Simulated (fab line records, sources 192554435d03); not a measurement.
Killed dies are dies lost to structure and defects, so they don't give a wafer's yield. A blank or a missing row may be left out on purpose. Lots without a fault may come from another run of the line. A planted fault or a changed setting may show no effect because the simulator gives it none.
Chamber matching | flow n5_finfet | N5_HKMG_FIN_STRIP_89 on rie_diel-06: 4 sister chambers
The step strips SOC in N2/H2, time 20 s. 14 wafers are shown with their chamber, then 7 later ones without.

WAFERS WITH THEIR CHAMBER
wafer  | chamber | drypump_motor_current_A (A) | showerhead_plenum_p_Torr (Torr) | oes_product_au (a.u.)
L074.1 | 2       | 6.9                         | 3.35                            | 0.76
L074.4 | 0       | 5.8                         | 3.39                            | 0.79
L074.5 | 2       | 6.9                         | 3.35                            | 0.77
L077.1 | 3       | 5.5                         | 3.41                            | 0.88
L077.5 | 3       | 5.5                         | 3.41                            | 0.88
L077.6 | 0       | 5.8                         | 3.38                            | 0.79
L082.2 | 1       | 5.8                         | 3.27                            | 0.86
L082.4 | 2       | 6.9                         | 3.34                            | 0.76
L082.5 | 0       | 5.8                         | 3.38                            | 0.78
L084.1 | 3       | 5.4                         | 3.40                            | 0.86
L084.4 | 2       | 6.8                         | 3.34                            | 0.75
L084.5 | 3       | 5.4                         | 3.40                            | 0.86
L085.2 | 2       | 6.8                         | 3.34                            | 0.75
L085.5 | 2       | 6.8                         | 3.34                            | 0.75

SIGNATURES (means of the wafers above)
reading                  | chamber 0 | chamber 1 | chamber 2 | chamber 3 | scatter within a chamber
drypump_motor_current_A  | 5.800     | 5.800     | 6.850     | 5.450     | 0.05
showerhead_plenum_p_Torr | 3.3833    | 3.2700    | 3.3433    | 3.4050    | 0.00548
oes_product_au           | 0.7867    | 0.8600    | 0.7567    | 0.8700    | 0.00894
Rule: a wafer's distance from a chamber is the root of the sum, over the readings, of the square of ((its reading less the chamber's mean) divided by the reading's scatter). The wafer belongs to the nearest chamber; if the next one is less than 2 further off, it can't be placed. The scatter: the root of (the sum of the squares of (reading less its chamber's mean) over the shown wafers, divided by (wafers less chambers)).

WAFERS WITHOUT THEIR CHAMBER
wafer  | drypump_motor_current_A (A) | showerhead_plenum_p_Torr (Torr) | oes_product_au (a.u.)
L085.6 | 5.4                         | 3.40                            | 0.86
L091.1 | 5.8                         | 3.26                            | 0.83
L091.4 | 5.4                         | 3.39                            | 0.85
L091.5 | 5.8                         | 3.37                            | 0.76
L094.1 | 5.4                         | 3.39                            | 0.83
L094.5 | 6.9                         | 3.33                            | 0.74
L094.6 | 5.7                         | 3.25                            | 0.82

WHICH CHAMBER EACH WENT THROUGH
wafer  | from the rows above | in truth
L085.6 | 3                   | 3
L091.1 | 1                   | 1
L091.4 | 3                   | 3
L091.5 | 0                   | 0
L094.1 | 3                   | 3
L094.5 | 2                   | 2
L094.6 | 1                   | 1
Placed correctly: 7 of 7. Can't be placed from these rows: 0. Placed wrongly: 0.
